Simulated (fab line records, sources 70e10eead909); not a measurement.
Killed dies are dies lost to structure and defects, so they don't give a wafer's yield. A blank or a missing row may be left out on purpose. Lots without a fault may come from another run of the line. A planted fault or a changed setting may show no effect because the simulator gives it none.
fab line records | flow nand_harc
record lots=11 wafers=33 last_day=26
route steps=1159 shown P_ZERO_WELL@9 P_GATE@150
lots that met no fault: from a run of the same line without faults
start_h: hours from the record's first day to the start of the lot's first wafer shown | wait_h: hours since the lot's step before | " the same as in the row above | L1.1+2: a row that stands for several wafers | - no value, or no start given | * or withheld: withheld | < > ~ a bound
route shown NAME@n: a module of which the file shows steps, and the number in the route of the first | usual: mean/standard deviation of fault-free wafers | same: alike in all rows | chamber/n: place in a boat | sites: the reading at each site | _std_site: their standard deviation | _edge_site: outer sites' mean less inner sites' | radius_mm: how far each site lies from the wafer's centre | mask NAME#n: copy n | behind: the tool/chamber that last shaped the wafer | hold: why the lot was held/for how many hours/how that ended | device: the transistor (n, p or np) that didn't switch | end of line: the same wafers' tests at the end of the route | a step without rows: its recipe alone | killed: dies lost to structure and defects at the first sort, not the wafer's yield | map: a wafer's dies, x killed, . not, _ none there
set.NAME: the setting as run; set.NAME@STEP: as run at that earlier step | model.NAME: the simulator's own value behind a step, which no gauge read
steps of the route over a sample of lots; a table a step, a row a wafer
services: from which hour (start_h, from the record's first day; less than 0 if before it) a tool's chamber was out of use, for how many hours, and why
## steps
# step NHARC_P_ZERO_WELL_SOFTBAKE_06
# recipe temp_c=125 time_s=70
# usual exhaust_pa=45.3/0.92 heater_power_total_W=200.9/1.4
# columns lot.wafer tool chamber start_h wait_h exhaust_pa heater_power_total_W
L891.3 litho_track-02 0 19 - 45.0 202.4
L891.4 " 0 " " 46.0 202.6
L891.5 " 0 " " 45.8 199.4
L892.1 litho_track-07 0 24 - 46.2 199.3
L892.3 " 0 " " 46.3 199.8
L892.4 " 0 " " 45.8 198.9
L893.1 litho_track-02 0 30 - 46.5 200.7
L893.2 " 0 " " 47.5 202.5
L893.5 " 0 " " 47.4 199.6
L894.1 litho_track-02 0 36 - 47.0 200.0
L894.2 " 0 " " 46.2 201.7
L894.4 " 0 " " 46.9 202.6
L896.2 litho_track-02 0 48 - 45.7 199.3
L896.3 " 0 " " 46.5 201.2
L896.5 " 0 " " 46.4 202.7
L902.2 litho_track-03 0 84 - 45.7 187.8
L902.3 " 0 " " 45.2 187.8
L902.6 " 0 " " 44.9 187.6
L904.1 litho_track-03 0 96 - 44.9 187.8
L904.2 " 0 " " 43.5 188.0
L904.5 " 0 " " 43.8 187.1
L907.2 litho_track-02 0 115 - 44.9 201.7
L907.3 " 0 " " 45.5 199.7
L907.6 " 0 " " 43.1 200.0
L908.1 litho_track-07 0 120 - 45.1 199.8
L908.3 " 0 " " 44.5 198.8
L908.4 " 0 " " 45.5 202.2
L912.2 litho_track-07 0 144 - 44.4 201.3
L912.3 " 0 " " 45.1 199.8
L912.6 " 0 " " 45.3 202.4
L913.2 litho_track-07 0 150 - 45.6 201.4
L913.4 " 0 " " 46.5 201.0
L913.6 " 0 " " 45.4 202.6
# step NHARC_P_ZERO_WELL_CD_MEAS_11
# recipe target_cd_nm=500 landing_energy_ev=500
# usual cd_nm=501.7/1.8
# columns lot.wafer tool chamber start_h wait_h cd_nm
L891.3 cd_sem-01 0 19.43 - 504.2
L891.4 " 0 " " 502.2
L891.5 " 0 " " 501.4
L892.1 cd_sem-03 0 25.24 - 499.9
L892.3 " 0 " " 501.4
L892.4 " 0 " " 502.0
L893.1 cd_sem-01 0 31.24 - 501.9
L893.2 " 0 " " 499.6
L893.5 " 0 " " 503.5
L894.1 cd_sem-02 0 37.24 - 500.5
L894.2 " 0 " " 502.4
L894.4 " 0 " " 504.7
L896.2 cd_sem-03 0 49.23 - 503.0
L896.3 " 0 " " 502.9
L896.5 " 0 " " 502.4
L902.2 cd_sem-01 0 85.36 - 490.8
L902.3 " 0 " " 489.7
L902.6 " 0 " " 489.5
L904.1 cd_sem-02 0 97.16 - 492.1
L904.2 " 0 " " 490.7
L904.5 " 0 " " 492.2
L907.2 cd_sem-02 0 115.85 - 502.3
L907.3 " 0 " " 501.3
L907.6 " 0 " " 502.3
L908.1 cd_sem-01 0 121.12 - 500.1
L908.3 " 0 " " 499.7
L908.4 " 0 " " 503.0
L912.2 cd_sem-02 0 145.24 - 504.1
L912.3 " 0 " " 500.7
L912.6 " 0 " " 501.9
L913.2 cd_sem-01 0 151.25 - 503.5
L913.4 " 0 " " 505.4
L913.6 " 0 " " 502.9
# step NHARC_P_ZERO_WELL_ETCH_65
# recipe target_depth_a=800 overetch_a=240 time_s=87.88 ion_energy_ev=200 n2_flow_sccm=150 h2_flow_sccm=150 ar_flow_sccm=0 rf_w=400 bias_w=150 chemistry=N2/H2
# usual bias_w=150.0/0.42 drypump_motor_current_A=5.9/0.37 oes_product_au=1.003/0.01 rf_vpp_V=429.7/2.2 showerhead_plenum_p_Torr=2.01/0.079 throttle_valve_pct=14.171/0.0083
# columns lot.wafer tool chamber start_h wait_h bias_w drypump_motor_current_A oes_product_au rf_hours_counter_h rf_vpp_V showerhead_plenum_p_Torr throttle_valve_pct
L891.3 rie_diel-09 2 19.69 0.1 149.6 5.7 0.995 7 431.8 2.03 14.178
L891.4 " 3 " " 150.2 5.9 0.984 7 429.6 2.00 14.182
L891.5 " 2 " " 149.9 5.8 0.989 - 430.4 2.03 14.178
L892.4 rie_diel-09 3 25.49 0.1 149.3 5.9 0.990 7 428.2 2.00 14.175
L892.3 " 0 " " 150.3 6.2 0.998 7 429.0 1.99 14.160
L892.1 " 1 " " 150.1 6.5 1.010 8 428.5 1.92 14.168
L893.1 rie_diel-07 1 31.49 0.1 149.8 5.7 0.986 9 430.2 2.03 14.153
L893.2 " 2 " " 150.0 5.2 1.012 9 428.0 1.95 14.180
L893.5 " 3 " " 150.2 5.7 0.992 - 429.8 2.00 14.172
L894.2 rie_diel-10 1 37.51 0.1 149.3 5.7 1.011 2 434.2 2.16 14.182
L894.1 " 3 " " 149.9 6.1 1.008 2 427.8 1.91 14.172
L894.4 " 0 " " 150.3 6.2 1.007 - 433.8 2.17 14.160
L896.3 rie_diel-07 2 49.48 0.1 149.5 5.1 1.012 9 427.9 1.95 14.173
L896.2 " 3 " " 150.4 5.8 0.998 10 429.7 2.00 14.169
L896.5 " 1 " " 150.8 5.7 0.996 - 431.5 2.03 14.165
L902.3 rie_diel-10 1 85.62 0.1 150.5 5.7 1.005 6 434.5 2.15 14.161
L902.2 " 0 " " 149.6 6.2 0.992 7 434.4 2.17 14.171
L902.6 " 1 " " 149.8 5.7 0.997 - 434.2 2.15 14.178
L904.2 rie_diel-07 3 97.41 0.1 150.5 5.8 0.995 3 427.8 2.00 14.171
L904.1 " 0 " " 150.3 5.7 1.018 2 427.0 1.92 14.171
L904.5 " 3 " " 150.1 5.8 0.998 - 430.6 2.00 14.187
L907.2 rie_diel-10 2 116.09 0.1 150.0 5.3 1.009 8 433.4 2.14 14.163
L907.3 " 3 " " 149.6 6.1 1.010 11 426.2 1.91 14.172
L907.6 " 3 " " 149.7 6.1 1.009 - 427.6 1.91 14.176
L908.3 rie_diel-10 2 121.39 0.1 149.6 5.3 1.005 9 431.5 2.14 14.180
L908.1 " 3 " " 149.8 6.2 1.005 12 427.4 1.90 14.182
L908.4 " 0 " " 150.0 6.2 0.996 - 434.5 2.17 14.169
L912.2 rie_diel-07 3 145.48 0.1 149.0 5.8 0.999 6 429.5 2.00 14.180
L912.3 " 1 " " 150.2 5.7 1.006 6 430.6 2.03 14.174
L912.6 " 3 " " 149.8 5.8 1.004 - 431.1 2.00 14.164
L913.2 rie_diel-09 3 151.49 0.1 150.3 5.9 0.996 5 427.6 1.99 14.166
L913.4 " 1 " " 150.1 6.4 1.004 5 426.8 1.92 14.183
L913.6 " 0 " " 150.0 6.2 1.015 - 429.6 1.99 14.178
# step NHARC_P_ZERO_WELL_ETCH_63
# recipe target_depth_a=1200 time_s=40.1 hbr_flow_sccm=150 cl2_flow_sccm=50 rf_w=400 icp_w=400 bias_w=100 chemistry=HBr/Cl2
# usual bias_w=99.99/0.28 drypump_motor_current_A=5.5/0.43 mfc_cl2_sccm=49.97/0.15 oes_product_au=0.999/0.01 throttle_valve_pct=26.407/0.0077
# columns lot.wafer tool chamber start_h wait_h bias_w drypump_motor_current_A mfc_cl2_sccm oes_product_au rf_hours_counter_h throttle_valve_pct
L891.3 rie_si-02 3 19.85 - 100.01 4.9 49.98 0.993 1.1 26.396
L891.4 " 0 " " 99.76 5.6 50.19 1.003 1.1 26.406
L891.5 " 3 " " 100.25 4.9 50.11 0.990 - 26.393
L892.3 rie_si-03 2 25.65 - 99.23 5.4 49.93 1.007 0.4 26.416
L892.4 " 3 " " 99.82 5.3 50.03 0.988 0.5 26.408
L892.1 " 0 " " 99.68 6.3 49.93 0.993 0.3 26.400
L893.1 rie_si-05 2 31.66 - 99.75 5.9 50.26 1.000 1.2 26.405
L893.2 " 0 " " 100.05 4.8 50.00 1.007 1.2 26.415
L893.5 " 1 " " 99.91 5.5 50.04 1.000 - 26.410
L894.1 rie_si-05 3 37.69 - 99.65 5.8 50.08 1.020 1.2 26.409
L894.2 " 1 " " 100.12 5.6 50.09 1.007 1.4 26.405
L894.4 " 2 " " 99.67 5.9 50.07 1.004 1.3 26.421
L896.3 rie_si-05 0 49.66 - 99.98 4.7 49.95 0.988 1.4 26.398
L896.2 " 2 " " 100.04 5.9 49.89 0.999 1.4 26.400
L896.5 " 3 " " 100.15 5.7 49.89 1.011 - 26.411
L902.2 rie_si-03 0 85.82 - 100.49 6.3 50.16 1.007 0.9 26.426
L902.3 " 1 " " 100.15 5.2 50.01 0.997 0.9 26.409
L902.6 " 2 " " 100.50 5.4 50.07 1.000 - 26.410
L904.2 rie_si-03 0 97.57 - 99.86 6.3 50.20 1.006 0.9 26.397
L904.1 " 1 " " 99.42 5.2 50.04 0.999 1.0 26.397
L904.5 " 1 " " 99.63 5.2 50.17 0.989 - 26.412
L907.2 rie_si-02 0 116.29 - 100.36 5.6 50.05 0.984 0.5 26.414
L907.3 " 2 " " 99.93 5.0 49.98 0.996 0.6 26.403
L907.6 " 0 " " 100.12 5.6 49.96 0.983 - 26.420
L908.3 rie_si-02 3 121.58 - 100.03 4.9 49.96 0.995 0.6 26.405
L908.1 " 1 " " 99.46 5.9 49.80 1.012 0.6 26.398
L908.4 " 2 " " 99.92 5.0 49.90 0.999 0.6 26.403
L912.2 rie_si-02 1 145.68 - 99.84 5.9 49.98 1.005 0.8 26.385
L912.3 " 2 " " 100.03 5.0 49.90 1.008 0.9 26.400
L912.6 " 3 " " 99.93 4.9 49.93 0.998 - 26.400
L913.4 rie_si-03 0 151.67 - 99.75 6.2 50.14 0.986 1.5 26.405
L913.2 " 1 " " 100.02 5.2 49.81 0.976 1.5 26.409
L913.6 " 0 " " 99.88 6.3 50.04 0.991 - 26.411
# step NHARC_P_GATE_STRIP_108
# recipe o2_flow_sccm=500 ar_flow_sccm=0 bias_w=0 chemistry=O2
# usual drypump_motor_current_A=5.8/0.52 oes_product_au=1.001/0.0091 rf_vpp_V=57.7/0.91 showerhead_plenum_p_Torr=3.51/0.11 throttle_valve_pct=17.036/0.0087
# same bias_w=0
# columns lot.wafer tool chamber start_h wait_h drypump_motor_current_A oes_product_au rf_hours_counter_h rf_vpp_V showerhead_plenum_p_Torr throttle_valve_pct
L891.4 rie_diel-01 2 95.37 - 5.1 1.010 23 57.7 3.45 17.037
L891.3 " 3 " " 6.2 1.000 24 56.5 3.45 17.045
L891.5 " 1 " " 5.4 0.991 - 57.7 3.70 17.041
L892.4 rie_diel-02 3 101.02 - 6.1 1.019 44 57.9 3.70 17.023
L892.3 " 0 " " 6.6 1.002 43 58.9 3.48 17.035
L892.1 " 2 " " 5.4 0.999 42 57.3 3.30 17.037
L893.2 rie_diel-01 2 101.38 - 5.1 1.011 25 58.6 3.45 17.037
L893.1 " 1 " " 5.4 0.989 24 58.0 3.70 17.041
L893.5 " 2 " " 5.1 1.020 - 56.6 3.45 17.022
L894.1 rie_diel-01 1 111.29 - 5.4 0.992 27 58.7 3.70 17.034
L894.4 " 2 " " 5.1 1.014 28 55.3 3.44 17.021
L894.2 " 3 " " 6.2 1.004 28 57.9 3.45 17.044
L896.2 rie_diel-02 3 125.49 - 6.1 1.001 51 57.6 3.70 17.041
L896.3 " 0 " " 6.6 1.007 51 56.1 3.47 17.044
L896.5 " 0 " " 6.6 1.000 - 55.8 3.47 17.029
L902.3 rie_diel-12 2 164.54 - 5.6 1.008 44 57.2 3.40 17.035
L902.2 " 1 " " 5.4 1.009 47 60.2 3.62 17.040
L902.6 " 2 " " 5.6 1.007 - 59.0 3.40 17.033
L904.2 rie_diel-01 0 179.54 - 5.7 0.998 7 58.1 3.52 17.042
L904.1 " 3 " " 6.2 1.005 7 58.2 3.45 17.049
L904.5 " 1 " " 5.4 1.015 - 58.9 3.69 17.045
L907.3 rie_diel-01 1 196.27 - 5.4 1.007 11 57.1 3.69 17.037
L907.2 " 3 " " 6.2 1.011 10 58.3 3.44 17.036
L907.6 " 0 " " 5.7 0.994 - 56.9 3.52 17.034
L908.4 rie_diel-12 0 198.12 - 6.6 0.995 54 58.9 3.50 17.043
L908.1 " 1 " " 5.4 1.004 60 58.3 3.62 17.038
L908.3 " 2 " " 5.7 0.996 58 58.0 3.39 17.024
L913.4 rie_diel-01 3 225.10 - 6.2 1.001 18 57.0 3.44 17.031
L913.2 " 0 " " 5.7 0.996 19 57.3 3.51 17.022
L913.6 " 0 " " 5.7 1.002 - 57.9 3.51 17.048
L912.3 rie_diel-01 2 225.47 - 5.1 1.017 20 57.7 3.43 17.038
L912.2 " 3 " " 6.2 1.002 18 56.8 3.44 17.023
L912.6 " 3 " " 6.2 1.004 - 57.5 3.44 17.029
## services
# columns tool chamber start_h hours kind
rie_diel-10 - -0.50 9.0 pm
rie_diel-01 - 12.68 0.3 repair
litho_track-07 - 14.00 7.0 pm
rie_diel-10 2 24.86 21.5 repair
rie_si-02 - 34.00 9.0 pm
rie_diel-07 2 39.06 5.7 repair
rie_diel-07 - 51.20 9.0 pm
rie_diel-01 - 56.73 0.3 repair
rie_diel-01 1 70.70 4.6 repair
rie_diel-10 0 98.53 1.6 repair
rie_diel-10 0 136.45 6.5 repair
rie_diel-01 - 137.80 9.0 pm
rie_si-03 - 148.13 0.7 repair
rie_si-02 - 150.54 0.1 repair
rie_si-03 - 155.00 9.0 pm
rie_diel-07 - 155.02 0.1 repair
litho_track-02 - 165.00 7.0 pm
rie_diel-07 3 170.30 32.2 repair
rie_diel-10 - 176.50 9.0 pm
litho_track-07 - 189.00 7.0 pm
rie_diel-10 0 201.79 4.0 repair
rie_diel-01 3 204.20 3.6 repair
rie_diel-10 1 206.42 9.1 repair
rie_diel-01 1 216.27 6.4 repair
## key
first_sign step=NHARC_P_ZERO_WELL_SOFTBAKE_06 reading=heater_power_total_W direction=down sigmas=9.7 usual=* struck=*
effect step=NHARC_P_ZERO_WELL_CD_MEAS_11 reading=cd_nm direction=down sigmas=6.1 usual=501.7 struck=490.8
met_at NHARC_P_ZERO_WELL_SOFTBAKE_06
struck_lots L902,L904
tester_left_out L902,L904
not_acting_at NHARC_P_ZERO_WELL_ETCH_65,NHARC_P_ZERO_WELL_ETCH_63,NHARC_P_GATE_STRIP_108
fault kind=process_parameter_drift tool=litho_track-03 chamber=- onset_h=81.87 steps=NHARC_P_ZERO_WELL_SOFTBAKE_06 channel=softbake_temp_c offset=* shape=step end_h=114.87 acts_in=* stated=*
# tester_left_out: of these lots the tester's yield and bins aren't shown, on N5 and GAA mostly nor the transistor test; their killed dies are dies lost to structure and defects alone, not to doping, threshold or leakage, so they don't give the yield
